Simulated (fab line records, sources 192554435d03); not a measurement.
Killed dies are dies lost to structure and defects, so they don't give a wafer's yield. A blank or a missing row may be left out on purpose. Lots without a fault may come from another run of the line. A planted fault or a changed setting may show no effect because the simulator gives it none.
Which tool did it? | flow n5_finfet | 24 lots, 72 wafers sampled, at 5 steps of a route of 1938

WHAT THE GAUGES READ, wafer by wafer
N5_GATE_CUT_OVL_MEAS_14. Usual: GATE_CUT_OVL 0.8 nm, standard deviation 0.63.
lot  | measured     | on         | GATE_CUT_OVL (nm) | flag
L074 | day 4 18:17  | overlay-02 | 1.9 2.4 1.0       |
L075 | day 4 19:04  | overlay-02 | 0.6 1.3 0.3       |
L076 | day 5 01:34  | overlay-01 | 0.3 0.7 0.9       |
L078 | day 5 13:05  | overlay-01 | 0.5 -0.5 0.2      |
L077 | day 5 15:24  | overlay-02 | 2.3 1.0 1.1       |
L079 | day 5 22:20  | overlay-02 | 0.1 1.0 0.0       |
L080 | day 6 01:35  | overlay-02 | 0.3 0.5 0.8       |
L081 | day 6 07:51  | overlay-02 | 1.2 1.9 1.2       |
L082 | day 6 11:03  | overlay-02 | 0.7 0.1 0.4       |
L083 | day 6 16:26  | overlay-01 | 1.5 1.2 0.9       |
L084 | day 7 02:05  | overlay-01 | 1.6 0.4 0.4       |
L085 | day 7 08:41  | overlay-02 | 0.4 0.5 0.1       |
L086 | day 7 15:31  | overlay-02 | 0.9 1.1 0.8       |
L087 | day 7 18:29  | overlay-01 | 1.3 1.0 1.8       |
L088 | day 8 01:43  | overlay-01 | 1.1 1.7 1.1       |
L089 | day 8 04:02  | overlay-01 | 1.8 0.5 1.3       |
L090 | day 8 15:17  | overlay-01 | 1.4 0.3 0.6       |
L091 | day 8 20:43  | overlay-02 | -0.4 -0.4 -0.5    |
L092 | day 9 06:09  | overlay-01 | 1.0 0.5 0.9       |
L093 | day 9 12:59  | overlay-01 | 0.9 1.2 1.1       |
L094 | day 9 15:34  | overlay-01 | 0.6 -0.3 1.2      |
L095 | day 10 01:17 | overlay-02 | 1.6 1.1 1.3       |
L096 | day 10 03:28 | overlay-02 | 1.0 0.7 0.2       |
L097 | day 10 07:20 | overlay-01 | 0.0 0.2 0.4       |

N5_GATE_CUT_THK_MEAS_24. Usual: GC_FILL_THK 219.5 nm, standard deviation 2.2.
lot  | measured     | on            | GC_FILL_THK (nm)  | flag
L074 | day 4 21:37  | film_metro-01 | 218.8 219.5 219.6 |
L075 | day 4 23:14  | film_metro-02 | 214.5 216.7 217.4 |
L076 | day 5 04:17  | film_metro-01 | 215.4 217.8 215.2 |
L078 | day 5 16:12  | film_metro-01 | 217.4 215.9 224.2 |
L077 | day 5 18:07  | film_metro-02 | 218.8 220.7 219.4 |
L079 | day 6 01:02  | film_metro-02 | 220.0 222.2 218.3 |
L080 | day 6 04:23  | film_metro-02 | 220.8 219.4 218.8 |
L081 | day 6 10:34  | film_metro-02 | 218.0 221.0 218.0 |
L082 | day 6 13:46  | film_metro-02 | 217.2 221.0 221.5 |
L083 | day 6 19:10  | film_metro-01 | 218.4 219.7 220.0 |
L084 | day 7 05:13  | film_metro-02 | 219.2 218.6 218.4 |
L085 | day 7 11:24  | film_metro-01 | 217.8 219.2 222.5 |
L086 | day 7 18:56  | film_metro-02 | 215.6 217.3 219.4 |
L087 | day 7 21:12  | film_metro-01 | 217.2 220.2 218.8 |
L088 | day 8 04:34  | film_metro-01 | 222.9 220.4 220.2 |
L089 | day 8 07:09  | film_metro-01 | 217.1 218.5 221.3 |
L090 | day 8 19:28  | film_metro-02 | 217.8 219.1 220.6 |
L091 | day 8 23:26  | film_metro-02 | 222.7 224.2 225.3 |
L092 | day 9 09:38  | film_metro-01 | 220.8 222.4 224.5 |
L093 | day 9 15:45  | film_metro-01 | 218.8 219.4 219.5 |
L094 | day 9 18:20  | film_metro-01 | 221.1 221.4 219.3 |
L095 | day 10 04:19 | film_metro-02 | 216.3 218.4 219.8 |
L096 | day 10 06:52 | film_metro-01 | 223.1 221.8 221.8 |
L097 | day 10 10:21 | film_metro-02 | 218.6 221.6 219.0 |

WHICH TOOL RAN EACH LOT (tool, then ch and the chambers of the sampled wafers, then the start)
lot  | N5_GATE_CUT_STRIP_42               | N5_GATE_CUT_ETCH_19                | N5_GATE_CUT_ALD_22
L074 | rie_diel-01 ch 0,2,3, day 4 18:50  | rie_diel-01 ch 0,2,3, day 4 18:53  | ald_sin-02 ch 0,2, day 4 19:50
L075 | rie_diel-06 ch 0,2,3, day 4 20:18  | rie_diel-06 ch 0,2,3, day 4 20:20  | ald_sin-02 ch 0,1,3, day 4 21:27
L076 | rie_diel-06 ch 0,1,2, day 5 01:53  | rie_diel-06 ch 0,1,2, day 5 01:56  | ald_sin-02 ch 0,2, day 5 02:29
L078 | rie_diel-01 ch 0,2,3, day 5 13:50  | rie_diel-01 ch 0,2,3, day 5 13:52  | ald_sin-02 ch 0,2,3, day 5 14:25
L077 | rie_diel-01 ch 2,3, day 5 15:44    | rie_diel-01 ch 2,3, day 5 15:46    | ald_sin-01 ch 0,1,3, day 5 16:20
L079 | rie_diel-01 ch 1,2,3, day 5 22:40  | rie_diel-01 ch 1,2,3, day 5 22:43  | ald_sin-01 ch 1,3, day 5 23:16
L080 | rie_diel-06 ch 1,2,3, day 6 01:55  | rie_diel-06 ch 1,2,3, day 6 01:58  | ald_sin-02 ch 0,1,3, day 6 02:37
L081 | rie_diel-06 ch 0,2,3, day 6 08:11  | rie_diel-06 ch 0,2,3, day 6 08:13  | ald_sin-01 ch 0,1,3, day 6 08:46
L082 | rie_diel-02 ch 0,3, day 6 11:23    | rie_diel-02 ch 0,3, day 6 11:26    | ald_sin-02 ch 0,1,3, day 6 11:59
L083 | rie_diel-01 ch 1,3, day 6 16:47    | rie_diel-01 ch 1,3, day 6 16:49    | ald_sin-01 ch 0,1,2, day 6 17:22
L084 | rie_diel-06 ch 0,1,3, day 7 02:25  | rie_diel-06 ch 0,1,3, day 7 02:28  | ald_sin-01 ch 0,1,2, day 7 03:26
L085 | rie_diel-01 ch 2,3, day 7 09:01    | rie_diel-01 ch 2,3, day 7 09:04    | ald_sin-01 ch 0,1,3, day 7 09:37
L086 | rie_diel-06 ch 1,2,3, day 7 16:34  | rie_diel-06 ch 1,2,3, day 7 16:36  | ald_sin-01 ch 0,1,3, day 7 17:09
L087 | rie_diel-02 ch 0,1, day 7 18:49    | rie_diel-02 ch 0,1, day 7 18:51    | ald_sin-02 ch 0,1,3, day 7 19:25
L088 | rie_diel-06 ch 0,1,2, day 8 02:11  | rie_diel-06 ch 0,1,2, day 8 02:13  | ald_sin-02 ch 1,2,3, day 8 02:46
L089 | rie_diel-06 ch 1,3, day 8 04:46    | rie_diel-06 ch 1,3, day 8 04:49    | ald_sin-03 ch 0,3, day 8 05:22
L090 | rie_diel-02 ch 1,3, day 8 15:37    | rie_diel-02 ch 1,3, day 8 15:39    | ald_sin-01 ch 1,3, day 8 17:41
L091 | rie_diel-02 ch 0,2,3, day 8 21:04  | rie_diel-02 ch 0,2,3, day 8 21:06  | ald_sin-01 ch 0,3, day 8 21:39
L092 | rie_diel-01 ch 0,1,3, day 9 06:29  | rie_diel-01 ch 0,1,3, day 9 06:31  | ald_sin-01 ch 0,2, day 9 07:51
L093 | rie_diel-02 ch 0,1,2, day 9 13:20  | rie_diel-02 ch 0,1,2, day 9 13:23  | ald_sin-03 ch 0,2,3, day 9 13:58
L094 | rie_diel-06 ch 0,1,3, day 9 15:55  | rie_diel-06 ch 0,1,3, day 9 15:57  | ald_sin-03 ch 0,1,3, day 9 16:33
L095 | rie_diel-06 ch 0,1,3, day 10 01:38 | rie_diel-06 ch 0,1,3, day 10 01:40 | ald_sin-03 ch 1,2,3, day 10 02:32
L096 | rie_diel-02 ch 0,3, day 10 04:25   | rie_diel-02 ch 0,3, day 10 04:27   | ald_sin-02 ch 0,1, day 10 05:05
L097 | rie_diel-01 ch 1,2,3, day 10 07:40 | rie_diel-01 ch 1,2,3, day 10 07:42 | ald_sin-03 ch 0,1,2, day 10 08:16
- N5_GATE_CUT_STRIP_42: strips in O2.
- N5_GATE_CUT_ETCH_19: etches SiNx in CH3F/O2, target depth 53.7 nm, time 76.7 s.
- N5_GATE_CUT_ALD_22: deposits SiNx, target thk 16 nm, pulse time 1 s, ald cycles 320.

WHAT THE TOOLS THEMSELVES READ (means of the sampled wafers that have a number; where no wafer has one, the mark that the record gives instead)
N5_GATE_CUT_STRIP_42. Usual: drypump_motor_current_A 5.8 A, standard deviation 0.41; oes_product_au 0.77 a.u., standard deviation 0.065; rf_vpp_V 3.7 V, standard deviation 0.52; showerhead_plenum_p_Torr 2.09 Torr, standard deviation 0.051; throttle_valve_pct 16.74 %, standard deviation 0.28.
lot  | tool        | drypump_motor_current_A (A) | oes_product_au (a.u.) | rf_vpp_V (V) | showerhead_plenum_p_Torr (Torr) | throttle_valve_pct (%) | flag
L074 | rie_diel-01 | 6.1                         | 0.76                  | 3.2          | 2.07                            | 16.69                  |
L075 | rie_diel-06 | 5.7                         | 0.73                  | 3.5          | 2.12                            | 17.03                  |
L076 | rie_diel-06 | 5.8                         | 0.74                  | 3.0          | 2.10                            | 16.85                  |
L078 | rie_diel-01 | 6.1                         | 0.76                  | 3.8          | 2.07                            | 16.71                  |
L077 | rie_diel-01 | 6.1                         | 0.79                  | 3.7          | 2.07                            | 16.69                  |
L079 | rie_diel-01 | 5.8                         | 0.78                  | 4.2          | 2.05                            | 16.60                  |
L080 | rie_diel-06 | 5.7                         | 0.75                  | 3.9          | 2.13                            | 16.75                  |
L081 | rie_diel-06 | 5.7                         | 0.73                  | 3.6          | 2.12                            | 17.05                  |
L082 | rie_diel-02 | 5.9                         | 0.88                  | 4.4          | 2.10                            | 16.56                  |
L083 | rie_diel-01 | 6.0                         | 0.78                  | 3.7          | 2.02                            | 16.58                  |
L084 | rie_diel-06 | 5.4                         | 0.73                  | 3.3          | 2.11                            | 16.82                  |
L085 | rie_diel-01 | 6.1                         | 0.78                  | 3.5          | 2.06                            | 16.72                  |
L086 | rie_diel-06 | 5.6                         | 0.74                  | 3.9          | 2.12                            | 16.76                  |
L087 | rie_diel-02 | 5.3                         | 0.82                  | 3.8          | 2.04                            | 16.72                  |
L088 | rie_diel-06 | 5.8                         | 0.72                  | 3.4          | 2.09                            | 16.88                  |
L089 | rie_diel-06 | 5.3                         | 0.73                  | 3.6          | 2.14                            | 16.71                  |
L090 | rie_diel-02 | 6.0                         | 0.74                  | 3.7          | 2.06                            | 16.96                  |
L091 | rie_diel-02 | 5.8                         | 0.81                  | 4.1          | 2.10                            | 16.68                  |
L092 | rie_diel-01 | 6.0                         | 0.82                  | 3.4          | 2.02                            | 16.48                  |
L093 | rie_diel-02 | 5.6                         | 0.75                  | 4.0          | 2.08                            | 16.86                  |
L094 | rie_diel-06 | 5.4                         | 0.80                  | 4.0          | 2.11                            | 16.67                  |
L095 | rie_diel-06 | 5.4                         | 0.80                  | 3.9          | 2.11                            | 16.69                  |
L096 | rie_diel-02 | 5.9                         | 0.84                  | 3.8          | 2.08                            | 16.63                  |
L097 | rie_diel-01 | 5.8                         | 0.75                  | 4.0          | 2.04                            | 16.68                  |

N5_GATE_CUT_ETCH_19. Usual: drypump_motor_current_A 5.8 A, standard deviation 0.41; etch_rf_on_time_s 76.6 s, standard deviation 1.2; oes_product_au 0.65 a.u., standard deviation 0.055; rf_vpp_V 298 V, standard deviation 4.9; showerhead_plenum_p_Torr 1.99 Torr, standard deviation 0.047; throttle_valve_pct 16.42 %, standard deviation 0.3.
lot  | tool        | drypump_motor_current_A (A) | etch_rf_on_time_s (s) | oes_product_au (a.u.) | rf_vpp_V (V) | showerhead_plenum_p_Torr (Torr) | throttle_valve_pct (%) | flag
L074 | rie_diel-01 | 6.1                         | 75.4                  | 0.66                  | 301          | 1.97                            | 16.33                  |
L075 | rie_diel-06 | 5.7                         | 76.7                  | 0.62                  | 295          | 2.03                            | 16.72                  |
L076 | rie_diel-06 | 5.8                         | 76.7                  | 0.63                  | 299          | 2.00                            | 16.49                  |
L078 | rie_diel-01 | 6.2                         | 77.0                  | 0.64                  | 300          | 1.97                            | 16.34                  |
L077 | rie_diel-01 | 6.1                         | 76.6                  | 0.68                  | 305          | 1.96                            | 16.31                  |
L079 | rie_diel-01 | 5.8                         | 76.0                  | 0.68                  | 298          | 1.96                            | 16.30                  |
L080 | rie_diel-06 | 5.6                         | 75.8                  | 0.64                  | 298          | 2.03                            | 16.42                  |
L081 | rie_diel-06 | 5.7                         | 75.2                  | 0.63                  | 296          | 2.02                            | 16.75                  |
L082 | rie_diel-02 | 5.9                         | 75.5                  | 0.75                  | 304          | 2.00                            | 16.27                  |
L083 | rie_diel-01 | 5.9                         | 76.6                  | 0.66                  | 302          | 1.94                            | 16.28                  |
L084 | rie_diel-06 | 5.4                         | 77.3                  | 0.61                  | 298          | 2.01                            | 16.47                  |
L085 | rie_diel-01 | 6.1                         | 75.7                  | 0.67                  | 305          | 1.95                            | 16.35                  |
L086 | rie_diel-06 | 5.7                         | 76.3                  | 0.62                  | 298          | 2.02                            | 16.44                  |
L087 | rie_diel-02 | 5.3                         | 77.5                  | 0.69                  | 299          | 1.95                            | 16.42                  |
L088 | rie_diel-06 | 5.8                         | 76.6                  | 0.61                  | 299          | 1.99                            | 16.52                  |
L089 | rie_diel-06 | 5.3                         | 76.4                  | 0.63                  | 297          | 2.05                            | 16.41                  |
L090 | rie_diel-02 | 6.0                         | 77.3                  | 0.63                  | 300          | 1.98                            | 16.69                  |
L091 | rie_diel-02 | 5.8                         | 77.3                  | 0.68                  | 300          | 2.01                            | 16.37                  |
L092 | rie_diel-01 | 6.0                         | 76.3                  | 0.70                  | 297          | 1.94                            | 16.17                  |
L093 | rie_diel-02 | 5.6                         | 78.2                  | 0.64                  | 298          | 1.99                            | 16.57                  |
L094 | rie_diel-06 | 5.4                         | 76.9                  | 0.68                  | 298          | 2.01                            | 16.34                  |
L095 | rie_diel-06 | 5.4                         | 76.5                  | 0.68                  | 298          | 2.01                            | 16.33                  |
L096 | rie_diel-02 | 5.9                         | 74.8                  | 0.71                  | 303          | 1.99                            | 16.33                  |
L097 | rie_diel-01 | 5.9                         | 77.8                  | 0.64                  | 299          | 1.95                            | 16.35                  |

N5_GATE_CUT_ALD_22. Usual: heater_power_w 852 W, standard deviation 78; precursor_pulse_height_rel 1.000, standard deviation 0.022.
lot  | tool       | heater_power_w (W) | precursor_pulse_height_rel | flag
L074 | ald_sin-02 | 879                | 0.991                      |
L075 | ald_sin-02 | 809                | 0.991                      |
L076 | ald_sin-02 | 874                | 0.993                      |
L078 | ald_sin-02 | 850                | 1.008                      |
L077 | ald_sin-01 | 911                | 1.001                      |
L079 | ald_sin-01 | 914                | 1.000                      |
L080 | ald_sin-02 | 814                | 0.997                      |
L081 | ald_sin-01 | 904                | 1.003                      |
L082 | ald_sin-02 | 810                | 1.004                      |
L083 | ald_sin-01 | 850                | 0.987                      |
L084 | ald_sin-01 | 846                | 1.017                      |
L085 | ald_sin-01 | 930                | 1.003                      |
L086 | ald_sin-01 | 915                | 1.013                      |
L087 | ald_sin-02 | 819                | 1.007                      |
L088 | ald_sin-02 | 881                | 1.008                      |
L089 | ald_sin-03 | 826                | 0.997                      |
L090 | ald_sin-01 | 905                | 0.997                      |
L091 | ald_sin-01 | 915                | 0.993                      |
L092 | ald_sin-01 | 859                | 0.997                      |
L093 | ald_sin-03 | 817                | 0.997                      |
L094 | ald_sin-03 | 790                | 1.009                      |
L095 | ald_sin-03 | 847                | 0.997                      |
L096 | ald_sin-02 | 780                | 0.981                      |
L097 | ald_sin-03 | 783                | 1.002                      |

THE ANSWER, worked out from the rows above alone
Rule: a lot is off if the mean of its wafers that have a number lies more than 3 standard deviations from the usual mean. A lot without any number at a reading at which 4 lots or more have one is off too. The other lots that the step has rows for count as sound. The gauges are gone through in route order, then the tools' own readings, and for those a lot's mean is taken as printed above. The first step at which some lot is off is used, and at that step the reading that is off furthest; a lot without a number counts as furthest.
No lot is off at any reading shown: from this, nothing can be told.

WHAT THE SIMULATOR HAD PUT IN
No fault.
